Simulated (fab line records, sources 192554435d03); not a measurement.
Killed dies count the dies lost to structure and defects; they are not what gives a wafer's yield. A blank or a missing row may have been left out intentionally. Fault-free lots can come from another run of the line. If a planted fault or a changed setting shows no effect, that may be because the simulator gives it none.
8D (eight disciplines) problem report, filled in by code | flow n5-finfet | the parts of the form that need people (team, actions taken, sign-off) are left out

## 1. WHAT WENT WRONG
Wafers without a fault read 120.0 nm, standard deviation 1.2; cd-nm at N5_SD_EPI_N_CD_MEAS_09 reads a mean of 109.7 nm on 6 wafers belonging to 2 lots. That puts it -8.6 standard deviations away from the usual mean.
The step: target cd 120 nm.
First seen on wafer L815.1, day 6 22:13, on cd-sem-03. The record has a number at this step for 27 wafers belonging to 9 lots. The rule behind "out" and "out of limits": a value lying over 4 standard deviations away from the usual mean. The other wafers with a number count as sound.

## 2. WHAT IT IS AND WHAT IT IS NOT
question                    | is                     | is not
which readings at this step | cd-nm                  | -
which lots                  | L815, L818             | L806, L807, L808, L809, L810, L811, L813
which wafers of those lots  | all that have a number | -
read on which gauges        | cd-sem-02, cd-sem-03   | cd-sem-01
when                        | from day 6 22:13       | up to then (21 sound wafers)

## 3. WHAT RULES OUT EACH SUSPECT
Counting: a tool at any process step up to the reading remains a suspect when it ran all the lots that are out and ran no sound lot after the first of those.
- the gauge at N5_SD_EPI_N_CD_MEAS_09 has been ruled out. 2 gauges (cd-sem-02, cd-sem-03) read the wafers that are out.
- rie-diel-03 at N5_DUMMY_GATE_ETCH_31 (etches SiO2 in C4F6/O2, target depth 82.5 nm, time 27.5 s): kept. It ran every lot that is out, first L815 (day 6 20:29), and no sound lot after that.
- litho-track-04 at N5_SD_EPI_N_PEB_07 (peb time 60 s): kept. Every lot that is out went through it, starting with L815 (day 6 22:09), and after that it ran no sound lot; the last sound lot it ran before then is L811 (day 5 20:57). Its own readings are out on those wafers: plate-temp-C.
Remaining after the count are rie-diel-03 at N5_DUMMY_GATE_ETCH_31 and litho-track-04 at N5_SD_EPI_N_PEB_07.

## 4. THE CAUSE (what the simulator had put in)
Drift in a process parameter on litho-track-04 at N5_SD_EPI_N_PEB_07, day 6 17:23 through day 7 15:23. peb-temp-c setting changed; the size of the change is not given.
After counting, 2 suspects remain, this tool included.

## 5. THE EFFECT CHAIN, in route order
Each row: a reading whose mean over the struck wafers that have a number lies more than 3 standard deviations from the usual. Scope: only readings with a usual standard deviation given in the record; hours: median across lots of the time from each lot's start at the first step in this table that gives one to its start at this step; sigmas: change in usual standard deviations.
hours | step                   | reading              | usual    | on struck wafers | change | sigmas
0     | N5_SD_EPI_N_PEB_07     | heater-power-total-W | 175.5 W  | 168.1            | -7.4   | -4.7
0     | N5_SD_EPI_N_PEB_07     | plate-temp-C         | 110.01 C | 106.38           | -3.63  | -30
0     | N5_SD_EPI_N_CD_MEAS_09 | cd-nm                | 120.0 nm | 109.7            | -10.3  | -8.6
Its process steps:
- N5_SD_EPI_N_PEB_07: peb time 60 s.
Later measuring or inspecting steps at which every struck wafer that the step has a row for has a number for every such reading, and none has moved that far: N5_BEOL_M4_RC_MEAS_101.

## 6. HOW IT WOULD HAVE BEEN CAUGHT EARLIER
The first out-of-limits reading at a measuring or inspecting step in this record came at day 6 22:13, 5 hours after the fault's start at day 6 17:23.
At N5_SD_EPI_N_PEB_07, the tool's own readings (plate-temp-C) were out on each struck wafer the step has a row for, so an alarm limit on them would have fired on the first such wafer.
Of the lots that are out (2), L818 began N5_SD_EPI_N_PEB_07 on litho-track-04 after day 6 22:13. It would have been spared by a hold on the tool at that moment.
